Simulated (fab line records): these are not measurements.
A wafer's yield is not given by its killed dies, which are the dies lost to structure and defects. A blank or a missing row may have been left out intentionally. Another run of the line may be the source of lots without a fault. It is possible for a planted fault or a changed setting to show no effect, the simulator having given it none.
Matching of chambers	flow n5Finfet	N5_GATE_CUT_SAC_CAP_01 on aldSin-02 has 4 sister chambers
The step material SiNx, target thk 24 nm, pulse time 1 s, ald cycles 480. 8 wafers are shown with their chamber, then 8 later ones without.

EACH WAFER AND ITS CHAMBER
wafer	chamber	heaterPowerW (W)	susceptorTempC (C)
L075.6	2	688	399.75
L082.5	2	685	400.13
L083.1	3	728	399.82
L083.2	0	797	399.69
L084.2	1	998	400.34
L084.4	0	806	400.27
L084.5	1	1017	400.27
L086.1	3	732	400.08

WAFERS MISSING THEIR CHAMBER
wafer	heaterPowerW (W)	susceptorTempC (C)
L086.3	1004	399.65
L086.4	1015	399.68
L088.3	806	400.03
L088.4	791	399.82
L088.5	729	399.80
L097.1	756	399.93
L097.3	709	400.05
L097.6	850	400.36

EACH ONE'S CHAMBER
wafer	from the rows above	in truth
L086.3	1	1
L086.4	1	1
L088.3	0	0
L088.4	0	0
L088.5	3	3
L097.1	3	3
L097.3	can't be placed: 3 or 2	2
L097.6	0	0
7 of 8 placed correctly. Not placeable from these rows: 1 (in 1, the candidates include the true chamber). Wrongly placed: 0.
How it was worked out, from the rows above alone: a wafer's distance from a chamber is the root of the sum, over the readings, of the square of ((its reading less the chamber's mean) divided by the reading's scatter). The wafer belongs to the nearest chamber; if the next one is less than 2 further off, it can't be placed. A chamber's mean is the mean of its shown wafers. The scatter: take each reading less its chamber's mean, square it, sum over the shown wafers, divide by the number of wafers less the number of chambers, and take the root.
